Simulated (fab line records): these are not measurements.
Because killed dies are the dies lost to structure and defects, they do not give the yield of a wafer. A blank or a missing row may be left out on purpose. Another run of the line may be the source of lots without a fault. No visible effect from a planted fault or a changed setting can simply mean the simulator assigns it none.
fab line records	flow n5_finfet
[record] lots = 10	wafers = 29	last_day = 17
route steps=1938 shown DUMMY_GATE@248 SPACER0@260 SD_EPI_N@277 BEOL_M4@1111 PASSIVATION@1936
lots with no fault: from the same line, run without faults
start_h: hours from the record's opening day to when the first of the lot's shown wafers began	wait_h: hours elapsed since this lot's preceding step	" the same as in the row above	L1.1+2: a single row standing in for several wafers	- no value, or no start given	* or withheld: withheld	< > ~ a bound
route shown NAME@n: a module of which the file shows steps, and the number in the route of the first	usual: mean/standard deviation of fault-free wafers	same: alike in all rows	chamber/n: place in a boat	sites: each site's reading	_std_site: standard deviation of those values	_edge_site: the outer-site mean with the inner-site mean subtracted	radius_mm: how far each site lies from the wafer's centre	mask NAME#n: copy n	behind: the last tool/chamber to shape the wafer	hold: the reason the lot was held/the length of the hold in hours/how it ended	device: the transistor (n, p or np) that didn't switch	end of line: the tests these same wafers got at the end of their route	where a step has no rows: the recipe by itself	killed: the dies lost at the first sort to structure and to defects; this is not the yield of the wafer	map: a wafer's dies, marking killed ones x, the rest . and places with no die _
set.NAME: setting as actually run; set.NAME@STEP: the setting as run at that earlier step	model.NAME: the simulator's own value behind a step, which no gauge read
the route's steps for a sample of lots (tables are steps, rows are wafers)
services: when a tool's chamber went out of use (start_h, in hours from the record's first day, below 0 if earlier), for how many hours, and the reason
[[steps]]
[step N5_DUMMY_GATE_ETCH_44]
[recipe] chemistry = HBr/O2	over_etch_frac = 0.7	target_depth_a = 1275	stop_on = SiO2	ion_energy_ev = 60	bias_w = 20	target = poly-Si	mask_material = SiO2	pressure_mtorr = 20	icp_w = 400	HBr_flow_sccm = 120	O2_flow_sccm = 10
[usual] HBr_flow_sccm = 120.0/0.35	chamber_pressure_mTorr = 19.999/0.018	drypump_motor_current_A = 5.7/0.57	oes_product_au = 0.728/0.0095	throttle_valve_pct = 18.46/0.17
lot.wafer	tool	chamber	start_h	wait_h	HBr_flow_sccm	chamber_pressure_mTorr	drypump_motor_current_A	oes_product_au	rf_hours_counter_h	throttle_valve_pct
L117.1	rie_si-03	1	54.59	0.0	120.4	19.998	5.3	0.717	158	18.62
L117.5	"	2	"	"	119.9	20.015	5.3	0.738	-	18.81
L122.1	rie_si-06	1	78.34	0.0	120.4	19.945	5.0	0.728	13	18.48
L122.3	"	2	"	"	120.1	20.032	4.9	0.742	99	18.36
L122.6	"	0	"	"	119.9	20.011	5.2	0.721	-	18.54
L123.3	rie_si-06	2	83.96	0.0	120.1	19.977	4.9	0.732	100	18.37
L123.4	"	3	"	"	119.9	19.967	6.4	0.696	161	18.43
L123.5	"	3	"	"	119.6	19.993	6.3	0.718	-	18.44
L125.3	rie_si-01	3	95.02	0.0	119.7	20.015	5.9	0.712	93	18.13
L125.4	"	2	"	"	120.0	20.016	6.3	0.723	173	18.23
L125.5	"	2	"	"	120.1	20.010	6.3	0.716	-	18.23
L126.2	rie_si-06	0	100.45	0.0	119.4	20.000	5.2	0.728	1	18.53
L126.5	"	1	"	"	120.0	19.992	5.0	0.735	-	18.51
L126.6	"	2	"	"	120.0	19.995	4.9	0.738	-	18.38
L129.1	rie_si-06	1	121.22	0.0	120.0	20.032	5.0	0.739	13	18.49
L129.3	"	2	"	"	120.0	19.986	4.9	0.736	100	18.38
L129.5	"	3	"	"	119.8	20.001	6.4	0.713	-	18.42
L133.2	rie_si-06	0	142.24	0.0	119.9	19.919	5.2	0.733	2	18.53
L133.3	"	2	"	"	120.1	20.031	4.9	0.743	101	18.37
L133.5	"	1	"	"	119.8	20.004	5.1	0.722	-	18.49
L136.3	rie_si-06	2	164.08	0.0	120.0	19.982	4.9	0.733	101	18.37
L136.4	"	3	"	"	120.8	20.017	6.4	0.715	162	18.42
L136.6	"	1	"	"	119.9	19.992	5.1	0.741	-	18.50
L137.1	rie_si-03	2	167.00	0.0	119.8	20.000	5.3	0.738	11	18.83
L137.5	"	1	"	"	120.0	19.990	5.3	0.728	-	18.63
L137.6	"	0	"	"	120.6	19.995	6.4	0.716	-	18.58
L138.2	rie_si-03	2	172.54	0.0	119.5	19.991	5.3	0.728	11	18.81
L138.3	"	3	"	"	120.0	20.044	6.1	0.736	23	18.47
L138.4	"	0	"	"	119.8	19.999	6.4	0.738	185	18.59
[step N5_SPACER0_ALD_08]
[recipe] material = SiNx	target_thk_a = 20	temp_c = 400	ald_precursor_family = SiH2I2	ald_co_reactant = N2/H2-plasma	pressure_torr = 2
[usual] heater_power_outer_w = 531/65	heater_power_w = 873/96
lot.wafer	tool	chamber	start_h	wait_h	heater_power_outer_w	heater_power_w
L117.1	ald_sin-02	1	55.65	0.1	659	1001
L117.5	"	0	"	"	524	933
L122.1	ald_sin-03	0	80.44	0.1	648	1071
L122.3	"	3	"	"	469	759
L122.6	"	0	"	"	662	1073
L123.3	ald_sin-03	3	84.80	0.1	478	746
L123.4	"	1	"	"	485	779
L123.5	"	0	"	"	646	1070
L125.3	ald_sin-04	2	96.17	0.1	492	866
L125.4	"	3	"	"	596	922
L125.5	"	2	"	"	496	846
L126.2	ald_sin-02	1	101.78	0.1	588	966
L126.5	"	3	"	"	453	756
L126.6	"	2	"	"	528	948
L129.1	ald_sin-04	2	122.23	0.1	506	873
L129.3	"	1	"	"	565	841
L129.5	"	3	"	"	589	935
L133.2	ald_sin-04	1	143.33	0.1	573	855
L133.3	"	3	"	"	599	925
L133.5	"	3	"	"	574	931
L136.3	ald_sin-03	2	164.92	0.1	527	847
L136.4	"	1	"	"	488	784
L136.6	"	1	"	"	483	781
L137.1	ald_sin-02	1	168.27	0.1	610	944
L137.5	"	3	"	"	432	761
L137.6	"	0	"	"	512	917
L138.2	ald_sin-02	0	173.75	0.1	527	917
L138.3	"	2	"	"	522	965
L138.4	"	1	"	"	606	937
[step N5_SD_EPI_N_ETCHBACK_44]
[recipe] chemistry = CH3F/O2	mode = anisotropic_etchback	target = SiNx	target_depth_a = 145	stop_on = SiO2	over_etch_frac = 0.3	ion_energy_ev = 120	pressure_mtorr = 30	source_w = 395	bias_w = 73	Ar_flow_sccm = 150	CH3F_flow_sccm = 30	O2_flow_sccm = 20
[usual] CH3F_flow_sccm = 29.98/0.097	O2_flow_sccm = 20.01/0.059	chamber_pressure_mTorr = 30.005/0.026	drypump_motor_current_A = 5.8/0.57	oes_ar_750_au = 0.81/0.089	oes_product_au = 0.69/0.076	rf_vpp_V = 295/5.1	showerhead_plenum_p_Torr = 1.97/0.047	throttle_valve_pct = 16.29/0.27
lot.wafer	tool	chamber	start_h	wait_h	CH3F_flow_sccm	O2_flow_sccm	chamber_pressure_mTorr	drypump_motor_current_A	oes_ar_750_au	oes_product_au	rf_hours_counter_h	rf_vpp_V	showerhead_plenum_p_Torr	throttle_valve_pct
L117.1	rie_diel-05	1	56.71	0.0	30.17	19.96	29.975	6.4	0.99	0.83	8	301	1.97	16.13
L117.5	"	1	"	"	30.01	20.04	30.018	6.4	0.98	0.83	-	300	1.97	16.12
L122.1	rie_diel-02	3	81.50	0.0	29.96	20.02	30.017	6.0	0.73	0.62	183	301	1.99	16.55
L122.3	"	2	"	"	30.11	20.03	30.007	6.2	0.84	0.70	55	287	1.96	16.34
L122.6	"	2	"	"	30.10	20.06	30.010	6.2	0.84	0.71	-	288	1.96	16.33
L123.3	rie_diel-02	2	86.01	0.0	29.98	19.97	30.010	6.2	0.84	0.71	58	288	1.96	16.33
L123.4	"	0	"	"	29.89	20.10	30.017	5.0	0.92	0.78	-	299	1.96	16.10
L123.5	"	2	"	"	30.14	19.93	29.985	6.2	0.84	0.71	-	287	1.96	16.33
L125.3	rie_diel-05	0	97.35	0.0	30.02	19.98	30.034	6.0	0.79	0.68	102	291	1.93	16.12
L125.4	"	1	"	"	30.14	19.95	29.980	6.3	0.95	0.80	22	299	1.97	16.18
L125.5	"	3	"	"	30.08	20.07	30.021	4.9	0.88	0.78	-	295	1.97	15.87
L126.2	rie_diel-06	3	102.72	0.0	29.98	20.10	30.006	6.4	0.76	0.64	148	295	2.09	16.49
L126.5	"	1	"	"	29.98	20.03	30.043	5.9	0.70	0.60	-	292	1.89	16.35
L126.6	"	3	"	"	30.03	20.09	30.042	6.5	0.76	0.65	-	293	2.09	16.47
L129.1	rie_diel-06	1	123.29	0.0	29.94	20.02	30.010	5.9	0.70	0.59	241	292	1.89	16.36
L129.3	"	0	"	"	30.07	19.97	30.013	4.9	0.73	0.61	191	292	1.90	16.73
L129.5	"	1	"	"	30.00	20.07	30.010	5.9	0.70	0.60	-	290	1.89	16.36
L133.2	rie_diel-05	0	144.47	0.0	29.89	19.98	29.965	6.0	0.77	0.67	118	290	1.92	16.17
L133.3	"	2	"	"	30.03	19.94	30.020	6.6	0.71	0.61	191	304	1.98	16.41
L133.5	"	1	"	"	30.11	20.04	30.028	6.4	0.90	0.76	-	299	1.96	16.18
L136.3	rie_diel-02	0	165.98	0.0	-	-	-	-	-	-	-	-	-	-
L136.4	"	1	"	"	-	-	-	-	-	-	-	-	-	-
L136.6	"	1	"	"	-	-	-	-	-	-	-	-	-	-
L137.1	rie_diel-06	0	169.48	0.0	-	-	-	-	-	-	-	-	-	-
L137.5	"	2	"	"	-	-	-	-	-	-	-	-	-	-
L137.6	"	0	"	"	-	-	-	-	-	-	-	-	-	-
L138.2	rie_diel-06	0	175.02	0.0	-	-	-	-	-	-	-	-	-	-
L138.3	"	2	"	"	-	-	-	-	-	-	-	-	-	-
L138.4	"	2	"	"	-	-	-	-	-	-	-	-	-	-
[step N5_SD_EPI_N_STRIP_38]
[recipe] chemistry = N2/H2	power_w = 1000	temp_c = 250	h2_frac = 0.65	overash_fraction = 0.3	pressure_mtorr = withheld	n2_flow_sccm = 1750	h2_flow_sccm = 3250
[usual] drypump_motor_current_A = 5.6/0.34	heater_power_w = 345/25	oes_product_au = 0.760/0.01
lot.wafer	tool	chamber	start_h	wait_h	drypump_motor_current_A	heater_power_w	oes_product_au	rf_hours_counter_h
L117.1	plasma_asher-01	1	57.07	0.1	5.6	362	0.747	34
L117.5	"	0	"	"	6.0	367	0.756	-
L122.1	plasma_asher-01	1	81.86	0.1	5.6	365	0.769	38
L122.3	"	0	"	"	5.9	369	0.779	-
L122.6	"	1	"	"	5.6	367	0.760	-
L123.3	plasma_asher-01	0	86.40	0.1	6.0	379	0.746	-
L123.4	"	1	"	"	5.6	356	0.764	-
L123.5	"	1	"	"	5.6	357	0.781	-
L125.3	plasma_asher-01	0	97.74	0.1	5.9	368	0.732	-
L125.4	"	1	"	"	5.6	359	0.765	-
L125.5	"	1	"	"	5.6	356	0.763	-
L126.2	plasma_asher-02	1	103.09	0.1	5.0	304	0.755	92
L126.5	"	0	"	"	5.7	340	0.770	-
L126.6	"	1	"	"	5.0	313	0.770	-
L129.1	plasma_asher-01	1	123.65	0.1	5.6	361	0.771	48
L129.3	"	0	"	"	5.9	367	0.764	-
L129.5	"	1	"	"	5.6	352	0.761	-
L133.2	plasma_asher-01	0	144.84	0.1	6.0	368	0.761	52
L133.3	"	1	"	"	5.5	354	0.768	-
L133.5	"	1	"	"	5.6	359	0.763	-
L136.3	plasma_asher-02	0	166.37	0.1	5.7	329	0.744	-
L136.4	"	1	"	"	5.0	302	0.762	-
L136.6	"	1	"	"	5.0	310	0.771	-
L137.1	plasma_asher-02	1	169.85	0.1	5.1	314	0.761	105
L137.5	"	1	"	"	5.1	316	0.757	-
L137.6	"	0	"	"	5.8	332	0.763	-
L138.2	plasma_asher-01	1	175.40	0.1	5.6	351	0.781	58
L138.3	"	1	"	"	5.6	361	0.749	-
L138.4	"	0	"	"	5.9	377	0.760	-
[step N5_BEOL_M4_RC_MEAS_101]
[usual] DIBL_N = 35.9/1.7	DIBL_P = 36.0/2.2	IOFF_N = 0.16/0.031	IOFF_P = 0.21/0.039	ION_N = 678/13	ION_P = 464/8.8	SS_N = 71.5/0.61	SS_P = 73.2/0.68	VT_N = 249/3.3	VT_P = -250/3.8
lot.wafer	tool	chamber	start_h	wait_h	DIBL_N[mV/V]	DIBL_P[mV/V]	IOFF_N[nA/um]	IOFF_P[nA/um]	ION_N[uA/um]	ION_P[uA/um]	SS_N[mV/dec]	SS_P[mV/dec]	VT_N[mV]	VT_P[mV]
L117.1	prober-01	0	169.32	0.0	35.5	35.9	0.16	0.24	683	470	71.8	73.5	248	-246
L117.5	"	0	"	"	33.6	32.9	0.12	0.20	668	464	71.4	73.0	254	-248
L122.1	prober-02	0	195.36	0.0	35.2	35.9	0.15	0.19	670	463	70.7	72.6	247	-254
L122.3	"	0	"	"	35.0	35.4	0.14	0.18	681	463	71.9	72.4	248	-254
L122.6	"	0	"	"	36.0	36.1	0.15	0.19	679	463	71.8	73.2	250	-250
L123.3	prober-02	0	200.27	0.3	35.9	34.8	0.14	0.15	653	442	72.2	73.3	250	-258
L123.4	"	0	"	"	36.2	35.7	0.15	0.16	671	450	72.3	73.6	251	-258
L123.5	"	0	"	"	34.6	33.4	0.13	0.14	675	454	71.5	72.5	252	-259
L125.3	prober-01	0	217.54	0.3	38.3	38.9	0.19	0.23	684	459	71.8	74.7	250	-252
L125.4	"	0	"	"	39.5	39.3	0.22	0.24	681	459	72.5	74.4	247	-253
L125.5	"	0	"	"	38.3	38.3	0.18	0.22	672	453	71.8	73.9	249	-253
L126.2	prober-01	0	219.98	0.2	36.7	38.4	0.18	0.24	668	456	71.8	73.2	248	-246
L126.5	"	0	"	"	35.5	36.3	0.17	0.21	678	463	71.5	73.5	251	-247
L126.6	"	0	"	"	35.9	38.2	0.17	0.24	661	458	72.1	74.4	248	-247
L129.1	prober-02	0	235.40	0.0	36.7	37.8	0.17	0.21	673	458	71.7	73.6	248	-250
L129.3	"	0	"	"	39.1	40.6	0.20	0.27	675	466	71.5	74.3	245	-247
L129.5	"	0	"	"	36.3	37.5	0.16	0.22	666	463	71.2	73.8	247	-252
L133.2	prober-02	0	258.04	0.2	33.4	31.9	0.11	0.15	670	459	70.5	72.1	253	-255
L133.3	"	0	"	"	37.4	36.7	0.17	0.22	683	471	72.4	73.4	249	-250
L133.5	"	0	"	"	36.6	35.8	0.16	0.20	681	467	71.8	72.9	250	-251
[step N5_PASSIVATION_PROBE_49]
[usual] killed_at_M0_to_M3 = 36/10	killed_at_M4_up = 13/5.5	killed_at_contacts = 12/5.6	killed_at_front_end = 42/12	killed_at_other = 4/3.2	killed_dies = 108/18	killed_on_rim = 15/4.1	killed_open = 71/13	killed_short = 34/7.8
[same] gross_dies = 1180	killed_at_back_side = 0
lot.wafer	tool	chamber	start_h	wait_h	killed_at_M0_to_M3	killed_at_M4_up	killed_at_contacts	killed_at_front_end	killed_at_other	killed_dies	killed_on_rim	killed_open	killed_short
L117.1	prober-02	-	271.95	0.0	32	16	18	46	4	116	17	65	48
L117.5	prober-02	-	272.15	0.2	39	15	16	33	8	111	14	72	37
L122.1	prober-01	-	289.78	0.0	30	16	18	28	3	95	12	69	25
L122.3	prober-01	-	289.88	0.1	56	1	5	58	4	124	20	77	39
L122.6	prober-01	-	290.03	0.3	44	6	4	42	7	103	18	70	26
L123.3	prober-01	-	315.97	0.1	27	14	8	34	2	85	17	60	25
L123.4	prober-01	-	316.02	0.2	28	19	6	39	3	95	11	69	23
L123.5	prober-01	-	316.07	0.2	25	16	8	44	3	96	7	65	29
L125.3	prober-01	-	320.25	0.1	22	17	5	35	2	81	10	52	28
L125.5	prober-01	-	320.35	0.2	25	8	10	53	0	96	8	53	38
L129.1	prober-02	-	336.83	0.0	48	22	5	36	6	117	13	70	45
L129.3	prober-02	-	336.93	0.1	43	11	3	46	4	107	15	58	49
L129.5	prober-02	-	337.03	0.2	25	9	14	40	2	90	14	62	27
L126.2	prober-01	-	339.71	0.1	46	14	21	24	3	108	17	74	32
L126.5	prober-01	-	339.86	0.2	35	10	30	54	2	131	20	89	40
L126.6	prober-01	-	339.91	0.3	58	17	15	30	1	121	16	84	36
L133.2	prober-01	-	373.46	0.1	45	14	19	47	2	127	18	75	48
L133.3	prober-01	-	373.51	0.1	41	7	14	19	0	81	9	52	26
L133.5	prober-01	-	373.61	0.2	48	9	6	29	7	99	21	55	41
L137.1	prober-02	-	398.95	0.0	37	19	12	1112	0	1180	152	73	41
L137.5	prober-02	-	399.15	0.2	40	8	10	1120	2	1180	152	73	46
L137.6	prober-02	-	399.20	0.3	41	9	20	1104	6	1180	152	83	39
L136.3	prober-01	-	399.21	0.1	40	8	5	1114	13	1180	152	73	38
L136.4	prober-01	-	399.26	0.2	38	11	7	1117	7	1180	152	56	27
L136.6	prober-01	-	399.36	0.3	34	10	10	1120	6	1180	152	71	32
L138.2	prober-01	-	410.77	0.1	33	17	16	1113	1	1180	152	72	32
L138.3	prober-01	-	410.82	0.1	52	20	19	1085	4	1180	152	106	47
L138.4	prober-01	-	410.87	0.2	30	12	26	1112	0	1180	152	74	30
// killed by level:class
L117.1 BEOL_M0_SAQP:geometric_particle:short=15 STI_FIN_REVEAL:geometric_particle:open=14 MOL_CONTACT_COAG:geometric_particle:open=12 BEOL_M4:geometric_particle:open=10 FIN_SAQP:geometric_particle:short=6 MOL_CONTACT_COAG:geometric_particle:short=5 STI_FIN_REVEAL:geometric_particle:short=4 BEOL_M1:geometric_particle:open=4
L117.5 MOL_CONTACT_COAG:geometric_particle:open=14 BEOL_M0_SAQP:geometric_particle:short=9 STI_FIN_REVEAL:geometric_particle:open=7 BEOL_M3:geometric_particle:short=7 BEOL_M0_SAQP:geometric_particle:open=6 BEOL_M4:geometric_particle:open=6 BEOL_M2:geometric_particle:open=5 GATE_CUT:geometric_particle:open=4
L122.1 MOL_CONTACT_COAG:geometric_particle:open=17 BEOL_M2:geometric_particle:open=7 FIN_SAQP:geometric_particle:open=6 BEOL_M0_SAQP:geometric_particle:short=6 BEOL_M0_SAQP:geometric_particle:open=6 BEOL_M1:geometric_particle:open=6 DUMMY_GATE:geometric_particle:open=4 STARTING-WAFER:geometric_particle:open=4
L122.3 FIN_SAQP:geometric_particle:open=19 BEOL_M2:geometric_particle:open=18 FIN_SAQP:geometric_particle:short=9 BEOL_M0_SAQP:geometric_particle:short=9 BEOL_M0_SAQP:geometric_particle:open=8 BEOL_M1:geometric_particle:open=8 HKMG_FIN:area_etch=8 STI_FIN_REVEAL:geometric_particle:open=4
L122.6 BEOL_M2:geometric_particle:open=13 FIN_SAQP:geometric_particle:open=9 STI_FIN_REVEAL:geometric_particle:open=9 BEOL_M0:geometric_particle:open=9 HKMG_FIN:area_etch=7 BEOL_M0_SAQP:geometric_particle:open=6 BEOL_M0_SAQP:geometric_particle:short=5 BEOL_M5:geometric_particle:open=4
L123.3 BEOL_M0_SAQP:geometric_particle:open=9 DUMMY_GATE:geometric_particle:open=8 BEOL_M0_SAQP:geometric_particle:short=7 FIN_SAQP:geometric_particle:open=6 MOL_CONTACT_COAG:geometric_particle:open=6 BEOL_M3:geometric_particle:open=5 BEOL_M2:geometric_particle:open=4 BEOL_M4:geometric_particle:open=4
L123.4 BEOL_M4:geometric_particle:open=9 FIN_SAQP:geometric_particle:open=8 BEOL_M0_SAQP:geometric_particle:open=6 FIN_SAQP:geometric_particle:short=5 DUMMY_GATE:geometric_particle:open=5 GATE_CUT:geometric_particle:open=5 BEOL_M1:geometric_particle:open=5 MOL_CONTACT_COAG:geometric_particle:open=4
L123.5 FIN_SAQP:geometric_particle:open=14 FIN_SAQP:geometric_particle:short=10 BEOL_M1:geometric_particle:open=9 MOL_CONTACT_COAG:geometric_particle:open=8 BEOL_M3:geometric_particle:open=8 DUMMY_GATE:geometric_particle:open=7 BEOL_M4:geometric_particle:open=6 STARTING-WAFER:geometric_particle:open=4
L125.3 FIN_SAQP:geometric_particle:open=10 BEOL_M0_SAQP:geometric_particle:short=8 BEOL_M4:geometric_particle:open=6 FIN_SAQP:geometric_particle:short=4 DUMMY_GATE:geometric_particle:open=4 BEOL_M5:geometric_particle:open=4 ILD0:geometric_particle:short=3 MOL_CONTACT_COAG:geometric_particle:open=3
L125.5 FIN_SAQP:geometric_particle:open=17 FIN_SAQP:geometric_particle:short=12 BEOL_M2:geometric_particle:open=9 MOL_CONTACT_COAG:geometric_particle:open=5 MOL_CONTACT_COAG:geometric_particle:short=5 GATE_CUT:geometric_particle:short=4 BEOL_M0_SAQP:geometric_particle:short=4 BEOL_M3:geometric_particle:open=4
L129.1 FIN_SAQP:geometric_particle:open=10 BEOL_M0_SAQP:geometric_particle:short=10 BEOL_M2:geometric_particle:open=10 FIN_SAQP:geometric_particle:short=7 BEOL_M0:geometric_particle:short=7 BEOL_M3:geometric_particle:open=7 BEOL_M4:geometric_particle:open=7 DUMMY_GATE:geometric_particle:open=5
L129.3 STI_FIN_REVEAL:geometric_particle:open=16 BEOL_M0_SAQP:geometric_particle:short=11 STARTING-WAFER:geometric_particle:short=9 FIN_SAQP:geometric_particle:short=8 BEOL_M2:geometric_particle:open=8 BEOL_M0_SAQP:geometric_particle:open=8 BEOL_M0:geometric_particle:short=4 DUMMY_GATE:geometric_particle:open=3
L129.5 MOL_CONTACT_COAG:geometric_particle:open=13 BEOL_M2:geometric_particle:open=8 STI_FIN_REVEAL:geometric_particle:open=8 GATE_CUT:geometric_particle:short=8 FIN_SAQP:geometric_particle:open=7 BEOL_M0_SAQP:geometric_particle:short=7 DUMMY_GATE:geometric_particle:open=6 FIN_SAQP:geometric_particle:short=5
L126.2 MOL_CONTACT_COAG:geometric_particle:open=17 BEOL_M3:geometric_particle:open=12 BEOL_M2:geometric_particle:open=10 BEOL_M1:geometric_particle:open=7 STI_FIN_REVEAL:geometric_particle:open=6 BEOL_M3:geometric_particle:short=5 STARTING-WAFER:geometric_particle:short=4 MOL_CONTACT_COAG:geometric_particle:short=4
L126.5 MOL_CONTACT_COAG:geometric_particle:open=26 STI_FIN_REVEAL:geometric_particle:open=17 FIN_SAQP:geometric_particle:short=11 BEOL_M2:geometric_particle:open=8 BEOL_M3:geometric_particle:open=8 FIN_SAQP:geometric_particle:open=7 STI_FIN_REVEAL:geometric_particle:short=4 MOL_CONTACT_COAG:geometric_particle:short=4
L126.6 BEOL_M3:geometric_particle:open=16 MOL_CONTACT_COAG:geometric_particle:open=14 BEOL_M1:geometric_particle:open=12 BEOL_M0_SAQP:geometric_particle:short=9 BEOL_M0_SAQP:geometric_particle:open=8 BEOL_M2:geometric_particle:open=7 BEOL_M4:geometric_particle:open=7 FIN_SAQP:geometric_particle:short=6
L133.2 FIN_SAQP:geometric_particle:open=15 BEOL_M0_SAQP:geometric_particle:open=15 BEOL_M0_SAQP:geometric_particle:short=12 MOL_CONTACT_COAG:geometric_particle:open=12 MOL_CONTACT_COAG:geometric_particle:short=7 BEOL_M3:geometric_particle:short=7 BEOL_M4:geometric_particle:open=7 STI_FIN_REVEAL:geometric_particle:open=6
L133.3 BEOL_M0_SAQP:geometric_particle:short=14 BEOL_M2:geometric_particle:open=12 MOL_CONTACT_COAG:geometric_particle:open=10 BEOL_M0_SAQP:geometric_particle:open=10 MOL_CONTACT_COAG:geometric_particle:short=4 STARTING-WAFER:geometric_particle:open=4 BEOL_M4:geometric_particle:open=4 GATE_CUT:geometric_particle:short=3
L133.5 BEOL_M0_SAQP:geometric_particle:open=16 BEOL_M0_SAQP:geometric_particle:short=8 FIN_SAQP:geometric_particle:open=5 DUMMY_GATE:geometric_particle:open=5 BEOL_M1:geometric_particle:open=5 BEOL_M3:geometric_particle:open=5 MOL_CONTACT_COAG:geometric_particle:open=4 BEOL_M0:geometric_particle:short=4
L137.1 SD_EPI_N:area_etchback=1065 STI_FIN_REVEAL:geometric_particle:open=14 BEOL_M0_SAQP:geometric_particle:short=13 MOL_CONTACT_COAG:geometric_particle:open=11 BEOL_M4:geometric_particle:open=9 FIN_SAQP:geometric_particle:open=7 BEOL_M0_SAQP:geometric_particle:open=7 FIN_SAQP:geometric_particle:short=6
L137.5 SD_EPI_N:area_etchback=1061 FIN_SAQP:geometric_particle:short=17 FIN_SAQP:geometric_particle:open=13 BEOL_M0_SAQP:geometric_particle:short=11 BEOL_M0_SAQP:geometric_particle:open=10 MOL_CONTACT_COAG:geometric_particle:open=8 STI_FIN_REVEAL:geometric_particle:open=7 BEOL_M2:geometric_particle:open=7
L137.6 SD_EPI_N:area_etchback=1057 MOL_CONTACT_COAG:geometric_particle:open=15 BEOL_M0_SAQP:geometric_particle:short=13 BEOL_M0_SAQP:geometric_particle:open=11 STI_FIN_REVEAL:geometric_particle:open=10 BEOL_M2:geometric_particle:open=10 FIN_SAQP:geometric_particle:open=9 FIN_SAQP:geometric_particle:short=6
L136.3 SD_EPI_N:area_etchback=1067 FIN_SAQP:geometric_particle:short=14 FIN_SAQP:geometric_particle:open=11 BEOL_M0_SAQP:geometric_particle:short=11 BEOL_M2:geometric_particle:open=9 STI_FIN_REVEAL:geometric_particle:open=8 BEOL_M0_SAQP:geometric_particle:open=8 MIM_TOP_ETCH:geometric_particle:open=7
L136.4 SD_EPI_N:area_etchback=1093 BEOL_M1:geometric_particle:open=11 BEOL_M0_SAQP:geometric_particle:short=9 MOL_CONTACT_COAG:geometric_particle:open=7 BEOL_M0_SAQP:geometric_particle:open=6 BEOL_M2:geometric_particle:open=6 STI_FIN_REVEAL:geometric_particle:open=5 BEOL_M5:geometric_particle:open=5
L136.6 SD_EPI_N:area_etchback=1075 STI_FIN_REVEAL:geometric_particle:open=11 MOL_CONTACT_COAG:geometric_particle:open=7 BEOL_M0_SAQP:geometric_particle:short=6 SPACER0:geometric_particle:open=6 BEOL_M3:geometric_particle:open=6 FIN_SAQP:geometric_particle:open=5 BEOL_M0_SAQP:geometric_particle:open=5
L138.2 SD_EPI_N:area_etchback=1075 MOL_CONTACT_COAG:geometric_particle:open=13 BEOL_M3:geometric_particle:open=10 FIN_SAQP:geometric_particle:open=9 STI_FIN_REVEAL:geometric_particle:open=8 BEOL_M5:geometric_particle:open=8 FIN_SAQP:geometric_particle:short=7 BEOL_M0_SAQP:geometric_particle:short=7
L138.3 SD_EPI_N:area_etchback=1026 BEOL_M2:geometric_particle:open=19 FIN_SAQP:geometric_particle:open=18 FIN_SAQP:geometric_particle:short=16 MOL_CONTACT_COAG:geometric_particle:open=13 BEOL_M4:geometric_particle:open=9 BEOL_M0_SAQP:geometric_particle:open=9 DUMMY_GATE:geometric_particle:open=7
L138.4 SD_EPI_N:area_etchback=1075 MOL_CONTACT_COAG:geometric_particle:open=21 FIN_SAQP:geometric_particle:open=10 BEOL_M2:geometric_particle:open=10 FIN_SAQP:geometric_particle:short=9 MOL_CONTACT_COAG:geometric_particle:short=5 BEOL_M4:geometric_particle:open=5 STI_FIN_REVEAL:geometric_particle:open=4
[[services]]
tool	chamber	start_h	hours	kind
ald_sin-04	-	31.69	0.3	repair
ald_sin-03	2	32.14	6.8	repair
rie_si-06	0	34.46	-	clean
rie_si-06	0	34.46	18.9	scheduled_down
rie_si-06	0	34.46	18.9	vent_cycle
rie_diel-02	3	37.87	1.7	repair
rie_si-01	-	46.52	0.5	repair
plasma_asher-01	-	52.56	3.0	repair
rie_diel-06	3	55.70	20.6	repair
ald_sin-04	0	58.68	3.3	repair
rie_si-06	2	69.23	8.5	repair
ald_sin-02	2	81.06	5.4	repair
ald_sin-02	-	86.44	14.0	pm
plasma_asher-02	-	88.29	2.8	pm
rie_diel-06	2	89.66	4.8	repair
ald_sin-04	0	101.13	1.9	repair
rie_si-03	2	105.54	6.1	repair
rie_diel-02	0	126.72	16.1	repair
rie_si-06	-	147.55	3.1	repair
rie_diel-06	1	151.02	-	clean
rie_diel-06	1	151.02	-	consumable_replace:focus_ring
rie_diel-06	1	151.02	-	consumable_replace:showerhead
rie_diel-06	1	151.02	25.5	scheduled_down
rie_diel-05	1	162.15	36.3	repair
[[key]]
[first_sign] step = N5_SD_EPI_N_ETCHBACK_44	reading = tool_record	direction = missing
[effect] step = N5_PASSIVATION_PROBE_49	reading = killed_at_front_end	direction = up	sigmas = 87	usual = 42	struck = 1111
[more_kills_born_at] N5_SD_EPI_N_ETCHBACK_44@rie_diel-06 = 6359	N5_SD_EPI_N_ETCHBACK_44@rie_diel-02 = 3235
met_at N5_SD_EPI_N_ETCHBACK_44
struck_lots L136,L137,L138
later_rows_left_out L136.3,L136.4,L136.6,L137.1,L137.5,L137.6,L138.2,L138.3,L138.4
tester_left_out L136,L137,L138
not_acting_at N5_DUMMY_GATE_ETCH_44,N5_SPACER0_ALD_08,N5_SD_EPI_N_STRIP_38
onset_between 123.29 165.98
[fault] kind = skipped_step_whole	tool = rie_diel-02,rie_diel-06	chamber = -	onset_h = 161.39	steps = N5_SD_EPI_N_ETCHBACK_44	scope = struck_lots_only
// tester_left_out: of these lots the tester's yield and bins aren't shown, on N5 and GAA mostly nor the transistor test; their killed dies are dies lost to structure and defects alone, not to doping, threshold or leakage, so they don't give the yield
// later_rows_left_out: the simulator's readings of these wafers behind a module that went badly wrong aren't trusted and aren't shown, but for the sort
